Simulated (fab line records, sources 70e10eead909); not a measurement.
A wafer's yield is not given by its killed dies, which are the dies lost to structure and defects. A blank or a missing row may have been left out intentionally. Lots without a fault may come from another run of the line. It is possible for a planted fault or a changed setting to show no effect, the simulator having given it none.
Which tool is to blame?    flow nand-harc    36 wafers from 12 lots sampled at 5 of the route's 1302 steps

== WHAT THE GAUGES READ, wafer by wafer ==
NHARC_P_BONDPAD_THK_MEAS_20: measures by xrf. Usual: thk-nm reads 160.6 nm (standard deviation 1.6).
lot   measured      on             thk-nm (nm)        flag
L638  day 6 17:52   film-metro-01  161.2 162.5 161.7  
L640  day 7 18:28   film-metro-02  157.9 157.7 160.5  
L643  day 8 20:44   film-metro-02  160.0 162.9 163.3  
L644  day 8 21:51   film-metro-01  161.5 161.6 158.9  
L645  day 9 12:31   film-metro-02  159.6 161.4 160.3  
L649  day 11 09:53  film-metro-01  161.5 161.2 158.3  
L651  day 12 04:55  film-metro-02  158.8 158.7 157.5  
L652  day 13 00:37  film-metro-02  160.7 161.6 159.2  
L653  day 13 01:56  film-metro-01  159.6 160.5 158.5  
L654  day 13 13:49  film-metro-02  161.5 159.9 160.2  
L660  day 15 16:49  film-metro-02  161.3 162.1 162.2  
L661  day 16 04:30  film-metro-02  161.3 158.2 161.6  

NHARC_P_BONDPAD_INSPECT_23. Usual: raw-defect-count reads 315 (standard deviation 130).
lot   measured      on                 raw-defect-count  flag
L638  day 6 18:05   defect-inspect-01  223 170 158       
L640  day 7 18:42   defect-inspect-02  272 304 240       
L643  day 8 20:56   defect-inspect-02  237 321 292       
L644  day 8 22:05   defect-inspect-01  277 221 176       
L645  day 9 12:44   defect-inspect-02  207 377 311       
L649  day 11 10:05  defect-inspect-02  192 208 205       
L651  day 12 05:07  defect-inspect-02  391 289 277       
L652  day 13 00:50  defect-inspect-02  581 757 498       
L653  day 13 02:08  defect-inspect-02  463 287 426       
L654  day 13 14:02  defect-inspect-02  225 303 330       
L660  day 15 17:01  defect-inspect-01  240 543 415       
L661  day 16 04:43  defect-inspect-02  284 288 287       

NHARC_END_SORT_01. Usual: killed-at-array 57, standard deviation 18; killed-at-other 0.9, standard deviation 1.3; killed-at-periphery 3.5, standard deviation 2.2; killed-dies 62, standard deviation 18; killed-open 3.0, standard deviation 1.7; killed-short 2.3, standard deviation 1.5.
lot   measured      on         killed-at-array  killed-at-other  killed-at-periphery  killed-dies  killed-open  killed-short  flag
L651  day 29 20:34  prober-01  672 672 674      1 1 0            4 4 3                677 677 677  3 6 3        2 2 1         OFF
L652  day 30 19:10  prober-02  674 673 673      0 1 2            3 3 2                677 677 677  1 0 5        1 2 2         OFF
L653  day 30 11:17  prober-02  670 674 668      1 0 2            6 3 7                677 677 677  5 5 4        4 3 3         OFF

== WHAT TOOL EACH LOT RAN ON (gives the tool, then ch and the chambers of the sampled wafers, and finally the start) ==
lot   NHARC_A_ZERO_WELL_ETCH_19           NHARC_A_ONON_D1_DEP_03
L638  rie-diel-11 ch 1,2,3, day 6 19:40   pecvd-onon-04 ch 0, day 7 19:56
L640  rie-diel-04 ch 0,2,3, day 7 20:15   pecvd-onon-04 ch 0, day 8 17:53
L643  rie-diel-11 ch 0,1,3, day 8 22:29   pecvd-onon-04 ch 0, day 9 20:13
L644  rie-diel-04 ch 0,2,3, day 8 23:31   pecvd-onon-01 ch 0, day 9 20:20
L645  rie-diel-04 ch 1,2,3, day 9 14:10   pecvd-onon-01 ch 0, day 10 11:32
L649  rie-diel-11 ch 1,2,3, day 11 11:43  pecvd-onon-03 ch 0, day 12 11:32
L651  rie-diel-01 ch 1,2,3, day 12 06:41  pecvd-onon-03, day 13 04:31
L652  rie-diel-04 ch 0,2,3, day 13 02:23  pecvd-onon-03, day 14 02:23
L653  rie-diel-04 ch 0,3, day 13 03:34    pecvd-onon-01, day 14 02:27
L654  rie-diel-04 ch 2,3, day 13 15:28    pecvd-onon-01 ch 0, day 14 13:37
L660  rie-diel-04 ch 0,2, day 15 18:34    pecvd-onon-01 ch 0, day 16 16:40
L661  rie-diel-04 ch 0,1,3, day 16 06:10  pecvd-onon-01 ch 0, day 17 05:13
- NHARC_A_ZERO_WELL_ETCH_19: etches the open film in N2/H2, target depth 80 nm, overetch 24 nm, time 87.88 s.
- NHARC_A_ONON_D1_DEP_03: target thk 1000 nm.

== AS READ BY THE TOOLS THEMSELVES (means over the sampled wafers that have a number; for cases with no such wafer, the mark the record gives instead) ==
NHARC_A_ZERO_WELL_ETCH_19. Usual: chamber-pressure-mTorr 29.996 mTorr, standard deviation 0.027; drypump-motor-current-A 5.7 A, standard deviation 0.35; h2-flow-sccm 150.0 sccm, standard deviation 0.48; mfc-ar-sccm 0.010 sccm, standard deviation 0.011; oes-product-au 1.001 a.u., standard deviation 0.0091; rf-vpp-V 429.8 V, standard deviation 2.6; showerhead-plenum-p-Torr 2.01 Torr, standard deviation 0.091; throttle-valve-pct 14.171 %, standard deviation 0.009.
lot   tool         chamber-pressure-mTorr (mTorr)  drypump-motor-current-A (A)  h2-flow-sccm (sccm)  mfc-ar-sccm (sccm)  oes-product-au (a.u.)  rf-vpp-V (V)  showerhead-plenum-p-Torr (Torr)  throttle-valve-pct (%)  flag
L638  rie-diel-11  29.994                          5.7                          150.2                0.011               1.005                  429.3         2.00                             14.169                  
L640  rie-diel-04  29.995                          5.7                          150.1                0.008               1.008                  431.7         2.03                             14.176                  
L643  rie-diel-11  29.997                          5.5                          150.1                0.004               1.016                  430.9         2.09                             14.173                  
L644  rie-diel-04  30.004                          5.7                          150.1                0.008               1.005                  429.9         2.02                             14.173                  
L645  rie-diel-04  30.023                          5.7                          149.6                0.007               1.000                  429.8         1.98                             14.172                  
L649  rie-diel-11  30.003                          5.6                          149.7                0.011               0.998                  429.3         2.00                             14.171                  
L651  rie-diel-01  29.981                          5.8                          149.6                0.009               0.998                  429.0         2.01                             14.167                  
L652  rie-diel-04  29.982                          5.7                          150.2                0.008               1.000                  430.2         2.02                             14.180                  
L653  rie-diel-04  29.957                          6.0                          150.3                0.008               1.002                  429.0         1.96                             14.168                  
L654  rie-diel-04  30.036                          5.8                          149.9                0.000               0.997                  429.0         1.97                             14.166                  
L660  rie-diel-04  29.974                          5.4                          149.8                0.008               1.002                  431.0         2.08                             14.169                  
L661  rie-diel-04  29.986                          5.8                          150.3                0.015               0.994                  428.6         1.97                             14.168                  

NHARC_A_ONON_D1_DEP_03. Usual: n2-flow-sccm 2748 sccm, standard deviation 10; n2o-flow-sccm 1999 sccm, standard deviation 5.5.
lot   tool           n2-flow-sccm (sccm)  n2o-flow-sccm (sccm)  flag
L638  pecvd-onon-04  2754                 2000                  
L640  pecvd-onon-04  2751                 2005                  
L643  pecvd-onon-04  2748                 2000                  
L644  pecvd-onon-01  2745                 1998                  
L645  pecvd-onon-01  2745                 1989                  
L649  pecvd-onon-03  2738                 1995                  
L651  pecvd-onon-03  -                    -                     OFF
L652  pecvd-onon-03  -                    -                     OFF
L653  pecvd-onon-01  -                    -                     OFF
L654  pecvd-onon-01  2742                 2005                  
L660  pecvd-onon-01  2758                 1995                  
L661  pecvd-onon-01  2765                 1998                  

== THE ANSWER, worked out from the rows above alone ==
Rule: lot off if the mean of its wafers having a number is beyond 3 standard deviations from the usual mean. Also off: a lot with no number at a reading for which 4 or more lots have one. Any other lot the step has rows for is counted as sound. The gauges are gone through in route order, then the tools' own readings, and for those a lot's mean is taken as printed above. At the first step where some lot is off, the reading lying furthest off is the one used; lots without a number count as furthest.
Off, at NHARC_END_SORT_01 on killed-at-array: L651, L652, L653. Neither off nor sound, because the step has no rows for them: L638, L640, L643, L644, L645, L649, L654, L660, L661.
A tool fits if, at a process step before that reading, it ran every lot that is off, and no sound lot after the first of them. Not tried: the gauges at NHARC_END_SORT_01; whatever is off there is also off at NHARC_A_ONON_D1_DEP_03, on other tools, and gauge error can't account for it. Not one of the candidates tried fits.

== WHAT THE SIMULATOR HAD INSERTED ==
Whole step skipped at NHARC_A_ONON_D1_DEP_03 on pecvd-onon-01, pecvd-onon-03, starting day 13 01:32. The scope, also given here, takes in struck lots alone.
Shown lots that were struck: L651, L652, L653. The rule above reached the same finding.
